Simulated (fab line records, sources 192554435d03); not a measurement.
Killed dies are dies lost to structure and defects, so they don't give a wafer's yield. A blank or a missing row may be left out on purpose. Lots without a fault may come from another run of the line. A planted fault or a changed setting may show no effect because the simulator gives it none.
fab line records | flow n5_finfet
record lots=7 wafers=39
route steps=1938 shown BEOL_M4@1070 BEOL_M7@1263
start_h: hours from the record's first day to the start of the lot's first wafer shown | wait_h: hours since the lot's step before | " the same as in the row above | L1.1+2: a row that stands for several wafers | - no value, or no start given | * or withheld: withheld | < > ~ a bound
route shown NAME@n: a module of which the file shows steps, and the number in the route of the first | usual: mean/standard deviation of fault-free wafers | same: alike in all rows | chamber/n: place in a boat | sites: the reading at each site | _std_site: their standard deviation | _edge_site: outer sites' mean less inner sites' | radius_mm: how far each site lies from the wafer's centre | mask NAME#n: copy n | behind: the tool/chamber that last shaped the wafer | hold: why the lot was held/for how many hours/how that ended | device: the transistor (n, p or np) that didn't switch | end of line: the same wafers' tests at the end of the route | a step without rows: its recipe alone | killed: dies lost to structure and defects at the first sort, not the wafer's yield | map: a wafer's dies, x killed, . not, _ none there
set.NAME: the setting as run; set.NAME@STEP: as run at that earlier step | model.NAME: the simulator's own value behind a step, which no gauge read
lots whose settings were changed on purpose; a table a step, a row a wafer
## steps
# step N5_BEOL_M4_TRENCH_ETCH_37
# recipe chemistry=C4F6/O2 target_depth_a=555.55 target=SiOC time_s=29.2 ion_energy_ev=250 pressure_mtorr=30 source_w=355 bias_w=185 Ar_flow_sccm=300 C4F6_flow_sccm=10 O2_flow_sccm=10
# columns lot.wafer tool chamber start_h wait_h set.time_s model.BEOL_M4.feature_depth_nm model.etch.depth_nm model.TiN_of_BEOL_M4_HM_DEP_02.thk_nm
L083.1 rie_diel-01 1 - - 29.2 54.6 54.64 17.8
L083.2 " 3 " " 29.2 55.6 55.68 17.8
L083.3 " 2 " " 29.2 55.6 55.69 17.8
L083.4 " 0 " " 29.2 55 55.1 17.8
L083.5 " 0 " " 29.2 54.8 54.8 18
L083.6 " 1 " " 29.2 55 54.99 17.8
L082.1 rie_diel-06 1 - - 16.01 31.4 31.47 18.8
L082.2 " 3 " " 16.01 31.6 31.65 18.6
L082.3 " 0 " " 29.2 57 56.94 17.4
L082.4 " 2 " " 16.01 30.6 30.51 18.6
L082.5 " 2 " " 29.2 55.6 55.66 17.4
L082.6 " 1 " " 29.2 57.6 57.59 17.6
L093.1 rie_diel-06 2 - - 29.2 54.6 54.67 17.6
L093.2 " 0 " " 34.76 67.2 67.29 16.8
L093.3 " 3 " " 34.76 67.8 67.89 16.8
L093.4 " 1 " " 29.2 57.4 57.49 17.4
L093.5 " 2 " " 29.2 54.8 54.85 17.8
L093.6 " 1 " " 34.76 69 69.1 16.8
L095.2 rie_diel-06 3 - - 29.2 56.6 56.66 17.6
L095.3 " 1 " " 29.2 56.8 56.8 18
L095.4 " 2 " " 29.2 54.2 54.25 17.8
L094.1 rie_diel-06 2 - - 29.2 55.6 55.57 17.8
L094.2 " 3 " " 29.2 57.4 57.48 17.6
L094.3 " 0 " " 16.67 33 32.98 18.6
L094.4 " 1 " " 16.67 33.2 33.24 18.4
L094.5 " 2 " " 16.67 32 31.96 18.8
L094.6 " 3 " " 29.2 57.8 57.85 17.6
L096.1 rie_diel-01 3 - - 21.75 41.4 41.49 18.4
L096.2 " 2 " " 21.75 40.6 40.63 18.6
L096.3 " 1 " " 29.2 55.2 55.28 18
L096.4 " 0 " " 29.2 54.6 54.55 17.8
L096.5 " 0 " " 29.2 54.8 54.77 18
L096.6 " 3 " " 21.75 41.4 41.31 18.4
L097.1 rie_diel-01 1 - - 19.51 36.4 36.45 18.2
L097.2 " 3 " " 29.2 55.2 55.12 17.8
L097.3 " 2 " " 29.2 54 53.92 17.8
L097.4 " 1 " " 19.51 36.8 36.85 18.2
L097.5 " 2 " " 29.2 54.6 54.56 17.4
L097.6 " 3 " " 19.51 36.8 36.75 18.4
# step N5_BEOL_M4_ETCH_41
# recipe chemistry=CH3F/O2 target=SiCN target_depth_a=299 taper_deg=2 time_s=52.5 ion_energy_ev=120 mask_material=TiN pressure_mtorr=30 source_w=395 bias_w=75 Ar_flow_sccm=150 CH3F_flow_sccm=30 O2_flow_sccm=20
# step N5_BEOL_M4_STRIP_97
# recipe chemistry=N2/H2 time_s=10 power_w=450 temp_c=40 pressure_mtorr=20 rf_frequency_hz=6e+07 bias_power_w=7 n2_flow_sccm=200 h2_flow_sccm=200
# step N5_BEOL_M4_OCD_MEAS_38
# usual trench_depth_nm=56.0/1.3
# columns lot.wafer tool chamber start_h wait_h set.time_s@BEOL_M4_TRENCH_ETCH_37 trench_depth_nm
L083.1 ocd-01 - 204.43 - 29.2 55.2
L083.2 " - " " 29.2 55.7
L083.3 " - " " 29.2 55.9
L083.4 " - " " 29.2 55.0
L083.5 " - " " 29.2 54.6
L083.6 " - " " 29.2 55.0
L082.1 ocd-02 - 208.14 - 16.01 31.2
L082.2 " - " " 16.01 32.1
L082.3 " - " " 29.2 56.9
L082.4 " - " " 16.01 30.5
L082.5 " - " " 29.2 55.5
L082.6 " - " " 29.2 57.5
L093.1 ocd-01 - 271.76 - 29.2 55.0
L093.2 " - " " 34.76 67.0
L093.3 " - " " 34.76 67.5
L093.4 " - " " 29.2 57.2
L093.5 " - " " 29.2 55.1
L093.6 " - " " 34.76 69.1
L095.2 ocd-02 - 282.65 - 29.2 56.8
L095.3 " - " " 29.2 56.5
L095.4 " - " " 29.2 54.1
L094.1 ocd-02 - 290.60 - 29.2 55.6
L094.2 " - " " 29.2 56.9
L094.3 " - " " 16.67 32.3
L094.4 " - " " 16.67 32.7
L094.5 " - " " 16.67 32.1
L094.6 " - " " 29.2 58.0
L096.1 ocd-01 - 291.05 - 21.75 41.7
L096.2 " - " " 21.75 40.9
L096.3 " - " " 29.2 55.0
L096.4 " - " " 29.2 54.6
L096.5 " - " " 29.2 54.7
L096.6 " - " " 21.75 41.1
L097.1 ocd-02 - 310.37 - 19.51 36.3
L097.2 " - " " 29.2 54.5
L097.3 " - " " 29.2 54.0
L097.4 " - " " 19.51 37.3
L097.5 " - " " 29.2 54.6
L097.6 " - " " 19.51 36.3
# step N5_BEOL_M4_HM_STRIP_39
# recipe chemistry=peroxide_tin_strip material=TiN target_depth_a=250 temp_c=50 time_s=158
# step N5_BEOL_M4_SRD_40
# recipe time_s=30 temp_c=23 rinse_liquid=diw dry=ipa_marangoni
# step N5_BEOL_M4_ECD_50
# recipe material=Cu target_thk_a=3000
# step N5_BEOL_M4_ANNEAL_51
# recipe temp_c=225 time_s=90 ambient=N2
# step N5_BEOL_M4_CMP_52
# recipe stop_on=SiOC t_overpolish_s=6.8 down_force_psi=1 platen_rpm=50 clearing_platen_down_force_psi=1.5 clearing_platen_rpm=50 post_cmp_clean=cu_alkaline target_thk_nm=40 clearing_platen_pad_velocity_m_s=0.99484 pad_velocity_m_s=0.99484
# columns lot.wafer tool chamber start_h wait_h set.time_s@BEOL_M4_TRENCH_ETCH_37 model.Cu_of_BEOL_M4_ECD_50.thk_nm
L083.3 cmp-01 3 208.51 0.2 29.2 39.8
L083.1 " 0 " " 29.2 39.4
L083.2 " 1 " " 29.2 40.6
L083.4 " 2 " " 29.2 40.8
L083.6 " 3 " " 29.2 39.6
L083.5 " 0 " " 29.2 38.8
L082.1 cmp-04 0 211.37 0.3 16.01 14.2
L082.2 " 1 " " 16.01 15.2
L082.3+5 " 2,0 " " 29.2 39.4
L082.4 " 3 " " 16.01 13.2
L082.6 " 1 " " 29.2 42
L093.2 cmp-03 0 275.09 0.2 34.76 52
L093.1 " 1 " " 29.2 40.4
L093.4 " 2 " " 29.2 42.8
L093.3 " 3 " " 34.76 53.8
L093.6 " 0 " " 34.76 53.6
L093.5 " 1 " " 29.2 38.8
L095.3 cmp-01 2 287.57 0.2 29.2 42.8
L095.4 " 3 " " 29.2 38.6
L095.2 " 0 " " 29.2 40.8
L094.4 cmp-04 3 293.74 0.1 16.67 18.2
L094.3 " 0 " " 16.67 17.4
L094.1 " 1 " " 29.2 40.8
L094.2 " 2 " " 29.2 38.6
L094.6 " 3 " " 29.2 42.4
L094.5 " 0 " " 16.67 17.2
L096.4 cmp-04 1 295.86 0.1 29.2 40.4
L096.2 " 2 " " 21.75 23.8
L096.1 " 3 " " 21.75 26
L096.3 " 0 " " 29.2 38.6
L096.6 " 1 " " 21.75 27.2
L096.5 " 2 " " 29.2 39.4
L097.1 cmp-01 1 313.91 0.3 19.51 20.8
L097.4 " 2 " " 19.51 23.2
L097.2+5 " 3,2 " " 29.2 40.2
L097.3 " 0 " " 29.2 38.4
L097.6 " 1 " " 19.51 20.6
# step N5_BEOL_M4_THK_MEAS_53
# recipe thk_meas_gauge=xrf reads=Cu_of_BEOL_M4_ECD_50
# usual M4_THK=40.1/1.7
# columns lot.wafer tool chamber start_h wait_h set.time_s@BEOL_M4_TRENCH_ETCH_37 M4_THK[nm]
L083.1 film_metro-01 - 208.80 - 29.2 38.8
L083.2 " - " " 29.2 40.1
L083.3 " - " " 29.2 39.2
L083.4 " - " " 29.2 40.1
L083.5 " - " " 29.2 38.3
L083.6 " - " " 29.2 39.2
L082.1 film_metro-02 - 211.67 - 16.01 14.0
L082.2 " - " " 16.01 15.0
L082.3 " - " " 29.2 38.8
L082.4 " - " " 16.01 13.0
L082.5 " - " " 29.2 38.9
L082.6 " - " " 29.2 41.4
L093.1 film_metro-01 - 275.39 - 29.2 40.0
L093.2 " - " " 34.76 51.7
L093.3 " - " " 34.76 53.7
L093.4 " - " " 29.2 42.6
L093.5 " - " " 29.2 38.6
L093.6 " - " " 34.76 53.3
L095.2 film_metro-02 - 287.83 - 29.2 40.8
L095.3 " - " " 29.2 42.9
L095.4 " - " " 29.2 38.4
L094.1 film_metro-02 - 294.03 - 29.2 40.6
L094.2 " - " " 29.2 38.4
L094.3 " - " " 16.67 17.4
L094.4 " - " " 16.67 18.2
L094.5 " - " " 16.67 17.1
L094.6 " - " " 29.2 42.4
L096.1 film_metro-02 - 296.16 - 21.75 25.6
L096.2 " - " " 21.75 23.3
L096.3 " - " " 29.2 38.3
L096.4 " - " " 29.2 39.8
L096.5 " - " " 29.2 38.8
L096.6 " - " " 21.75 26.8
L097.1 film_metro-01 - 314.20 - 19.51 20.5
L097.2 " - " " 29.2 39.8
L097.3 " - " " 29.2 37.9
L097.4 " - " " 19.51 23.1
L097.5 " - " " 29.2 39.9
L097.6 " - " " 19.51 20.3
# step N5_BEOL_M4_PRE_CLEAN_60
# recipe gas=NH3/H2 time_s=15 temp_c=* rf_power_w=300
# step N5_BEOL_M4_CO_CAP_55
# recipe material=Co target_thk_a=20 temp_c=200 precursor=CCTBA/H2 pressure_torr=30 time_s=102.1
# step N5_BEOL_M4_PRE_CLEAN_56
# recipe gas=NH3 time_s=15 temp_c=withheld rf_power_w=300
# step N5_BEOL_M4_DEP_57
# recipe material=SiCN target_thk_a=80 temp_c=withheld precursor=3MS/NH3 pressure_torr=3 rf_w=202 time_s=14
# step N5_BEOL_M4_RS_MEAS_58
# recipe thk_meas_gauge=four-point-probe reads=Co_of_BEOL_M4_CO_CAP_55+Cu_of_BEOL_M4_ECD_50+Co_of_BEOL_M4_CVD_47+TaN_of_BEOL_M4_ALD_84
# usual M4_RS=0.66/0.036
# columns lot.wafer tool chamber start_h wait_h set.time_s@BEOL_M4_TRENCH_ETCH_37 M4_RS[ohm/sq]
L083.1 film_metro-01 - 209.15 0.0 29.2 0.68
L083.2 " - " " 29.2 0.65
L083.3 " - " " 29.2 0.68
L083.4 " - " " 29.2 0.65
L083.5 " - " " 29.2 0.70
L083.6 " - " " 29.2 0.68
L082.1 film_metro-02 - 211.93 0.0 16.01 2.74
L082.2 " - " " 16.01 2.48
L082.3 " - " " 29.2 0.68
L082.4 " - " " 16.01 3.03
L082.5 " - " " 29.2 0.68
L082.6 " - " " 29.2 0.63
L093.1 film_metro-01 - 275.65 0.0 29.2 0.66
L093.2 " - " " 34.76 0.48
L093.3 " - " " 34.76 0.46
L093.4 " - " " 29.2 0.61
L093.5 " - " " 29.2 0.69
L093.6 " - " " 34.76 0.46
L095.2 film_metro-01 - 288.09 0.1 29.2 0.65
L095.3 " - " " 29.2 0.61
L095.4 " - " " 29.2 0.70
L094.1 film_metro-01 - 294.41 0.1 29.2 0.65
L094.2 " - " " 29.2 0.70
L094.3 " - " " 16.67 2.06
L094.4 " - " " 16.67 1.93
L094.5 " - " " 16.67 2.09
L094.6 " - " " 29.2 0.62
L096.1 film_metro-01 - 296.54 0.1 21.75 1.18
L096.2 " - " " 21.75 1.34
L096.3 " - " " 29.2 0.70
L096.4 " - " " 29.2 0.66
L096.5 " - " " 29.2 0.68
L096.6 " - " " 21.75 1.11
L097.1 film_metro-02 - 314.46 0.0 19.51 1.61
L097.2 " - " " 29.2 0.66
L097.3 " - " " 29.2 0.71
L097.4 " - " " 19.51 1.38
L097.5 " - " " 29.2 0.66
L097.6 " - " " 19.51 1.63
# step N5_BEOL_M7_ILD_DEP_00
# recipe material=SiCOH_lowk target_thk_a=1797.5 temp_c=300 precursor=DEMS/porogen pressure_torr=5 rf_w=500 time_s=33.4
# columns lot.wafer tool chamber start_h wait_h set.target_thk_a model.SiCOH_lowk_of_BEOL_M7_ILD_DEP_00.thk_nm
L083.1 pecvd-02 0 229.94 0.0 1797.5 176.4
L083.2 " 2 " " 1797.5 177.6
L083.3 " 1 " " 1797.5 179.4
L083.4 " 1 " " 1797.5 182.2
L083.5 " 0 " " 1797.5 181.2
L083.6 " 2 " " 1797.5 180
L082.1 pecvd-02 1 234.71 0.0 2333 234.8
L082.2 " 2 " " 1797.5 178.4
L082.3 " 0 " " 2333 232
L082.4 " 0 " " 1797.5 182.4
L082.5 " 2 " " 1797.5 180.2
L082.6 " 1 " " 2333 235.2
L093.1 pecvd-04 1 298.31 0.0 1797.5 174.4
L093.2 " 2 " " 1797.5 176
L093.3 " 0 " " 1797.5 177.4
L093.4 " 0 " " 1797.5 181.6
L093.5 " 2 " " 1797.5 180.6
L093.6 " 1 " " 1797.5 180.2
L095.2 pecvd-02 2 313.54 0.0 1797.5 176.6
L095.3 " 0 " " 1797.5 174.6
L095.4 " 1 " " 1797.5 179.8
L094.1 pecvd-02 0 317.05 0.0 800.7 79.4
L094.2 " 2 " " 800.7 78.2
L094.3 " 1 " " 1797.5 177.8
L094.4 " 1 " " 1797.5 181.2
L094.5 " 0 " " 800.7 77.8
L094.6 " 2 " " 1797.5 180.2
L096.1+6 pecvd-02 2,0 317.51 0.0 1797.5 176.8
L096.2 " 0 " " 1797.5 173.4
L096.3 " 1 " " 1797.5 178.4
L096.4 " 2 " " 1797.5 179
L096.5 " 1 " " 1797.5 178.2
L097.1 pecvd-02 2 334.66 0.0 1156 115.2
L097.2 " 0 " " 1797.5 180.6
L097.3 " 1 " " 1156 116.6
L097.4 " 2 " " 1797.5 181.6
L097.5 " 1 " " 1156 119.2
L097.6 " 0 " " 1797.5 182.2
# step N5_BEOL_M7_CURE_74
# recipe temp_c=385 time_s=240 ambient=He/Ar material=SiCOH_lowk
# columns lot.wafer tool chamber start_h wait_h set.target_thk_a@BEOL_M7_ILD_DEP_00 model.SiCOH_lowk_of_BEOL_M7_ILD_DEP_00.thk_nm
L083.1 uv_cure-02 0 230.01 0.0 1797.5 152.2
L083.2 " 0 " " 1797.5 153.2
L083.3 " 0 " " 1797.5 154.6
L083.4 " 0 " " 1797.5 157.2
L083.5 " 0 " " 1797.5 156.2
L083.6 " 0 " " 1797.5 155.2
L082.1 uv_cure-01 2 234.77 0.0 2333 203
L082.2 " 2 " " 1797.5 153.8
L082.3 " 2 " " 2333 200.8
L082.4 " 2 " " 1797.5 157.2
L082.5 " 2 " " 1797.5 155.4
L082.6 " 2 " " 2333 203.4
L093.1 uv_cure-02 2 298.38 0.0 1797.5 150.4
L093.2 " 2 " " 1797.5 151.8
L093.3 " 2 " " 1797.5 152.8
L093.4 " 2 " " 1797.5 156.6
L093.5 " 2 " " 1797.5 155.8
L093.6 " 2 " " 1797.5 155.4
L095.2 uv_cure-02 1 313.68 0.1 1797.5 152.2
L095.3 " 1 " " 1797.5 150.4
L095.4 " 1 " " 1797.5 155
L094.1 uv_cure-02 0 317.12 0.0 800.7 68.2
L094.2 " 0 " " 800.7 67.2
L094.3 " 0 " " 1797.5 153.4
L094.4 " 0 " " 1797.5 156.4
L094.5 " 0 " " 800.7 66.6
L094.6 " 0 " " 1797.5 155.4
L096.1+6 uv_cure-03 0 317.58 0.0 1797.5 152.4
L096.2 " 0 " " 1797.5 149.4
L096.3 " 0 " " 1797.5 153.8
L096.4 " 0 " " 1797.5 154.4
L096.5 " 0 " " 1797.5 153.6
L097.1 uv_cure-01 0 334.73 0.0 1156 99
L097.2 " 0 " " 1797.5 155.8
L097.3 " 0 " " 1156 100.2
L097.4 " 0 " " 1797.5 156.6
L097.5 " 0 " " 1156 102.4
L097.6 " 0 " " 1797.5 157.2
# step N5_BEOL_M7_THK_MEAS_01
# recipe reads=SiCOH_lowk_of_BEOL_M7_ILD_DEP_00
# usual M7_ILD_THK=155.0/2.4
# columns lot.wafer tool chamber start_h wait_h set.target_thk_a@BEOL_M7_ILD_DEP_00 M7_ILD_THK[nm]
L083.1 film_metro-01 - 231.00 0.8 1797.5 152.3
L083.2 " - " " 1797.5 153.0
L083.3 " - " " 1797.5 154.5
L083.4 " - " " 1797.5 157.0
L083.5 " - " " 1797.5 156.4
L083.6 " - " " 1797.5 155.3
L082.1 film_metro-01 - 235.29 0.4 2333 203.1
L082.2 " - " " 1797.5 153.8
L082.3 " - " " 2333 200.7
L082.4 " - " " 1797.5 157.1
L082.5 " - " " 1797.5 155.3
L082.6 " - " " 2333 203.2
L093.1 film_metro-01 - 298.89 0.4 1797.5 150.4
L093.2 " - " " 1797.5 151.7
L093.3 " - " " 1797.5 152.8
L093.4 " - " " 1797.5 156.5
L093.5 " - " " 1797.5 155.7
L093.6 " - " " 1797.5 155.2
L095.2 film_metro-02 - 314.11 0.4 1797.5 152.2
L095.3 " - " " 1797.5 150.4
L095.4 " - " " 1797.5 155.1
L094.1 film_metro-01 - 317.63 0.4 800.7 68.1
L094.2 " - " " 800.7 67.1
L094.3 " - " " 1797.5 153.3
L094.4 " - " " 1797.5 156.3
L094.5 " - " " 800.7 66.6
L094.6 " - " " 1797.5 155.4
L096.1 film_metro-01 - 319.53 1.6 1797.5 152.5
L096.2 " - " " 1797.5 149.6
L096.3 " - " " 1797.5 153.8
L096.4 " - " " 1797.5 154.3
L096.5 " - " " 1797.5 153.6
L096.6 " - " " 1797.5 152.4
L097.1 film_metro-01 - 335.24 0.4 1156 99.0
L097.2 " - " " 1797.5 155.7
L097.3 " - " " 1156 100.2
L097.4 " - " " 1797.5 156.7
L097.5 " - " " 1156 102.5
L097.6 " - " " 1797.5 157.2
## key
split step=N5_BEOL_M4_TRENCH_ETCH_37 setting=time_s stated=29.2 by=wafer
response step=N5_BEOL_M4_TRENCH_ETCH_37 reading=model.BEOL_M4.feature_depth_nm change=+0.563 per=1% r=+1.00
response step=N5_BEOL_M4_TRENCH_ETCH_37 reading=model.etch.depth_nm change=+0.562 per=1% r=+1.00
response step=N5_BEOL_M4_TRENCH_ETCH_37 reading=model.TiN_of_BEOL_M4_HM_DEP_02.thk_nm change=-0.0238 per=1% r=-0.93
response step=N5_BEOL_M4_OCD_MEAS_38 reading=trench_depth_nm change=+0.561 per=1% r=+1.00
response step=N5_BEOL_M4_CMP_52 reading=model.Cu_of_BEOL_M4_ECD_50.thk_nm change=+0.559 per=1% r=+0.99
response step=N5_BEOL_M4_THK_MEAS_53 reading=M4_THK change=+0.554 per=1% r=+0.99
response step=N5_BEOL_M4_RS_MEAS_58 reading=M4_RS change=-0.0332 per=1% r=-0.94
split step=N5_BEOL_M7_ILD_DEP_00 setting=target_thk_a stated=1797.5 by=wafer
response step=N5_BEOL_M7_ILD_DEP_00 reading=model.SiCOH_lowk_of_BEOL_M7_ILD_DEP_00.thk_nm change=+1.82 per=1% r=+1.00
response step=N5_BEOL_M7_CURE_74 reading=model.SiCOH_lowk_of_BEOL_M7_ILD_DEP_00.thk_nm change=+1.58 per=1% r=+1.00
response step=N5_BEOL_M7_THK_MEAS_01 reading=M7_ILD_THK change=+1.58 per=1% r=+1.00
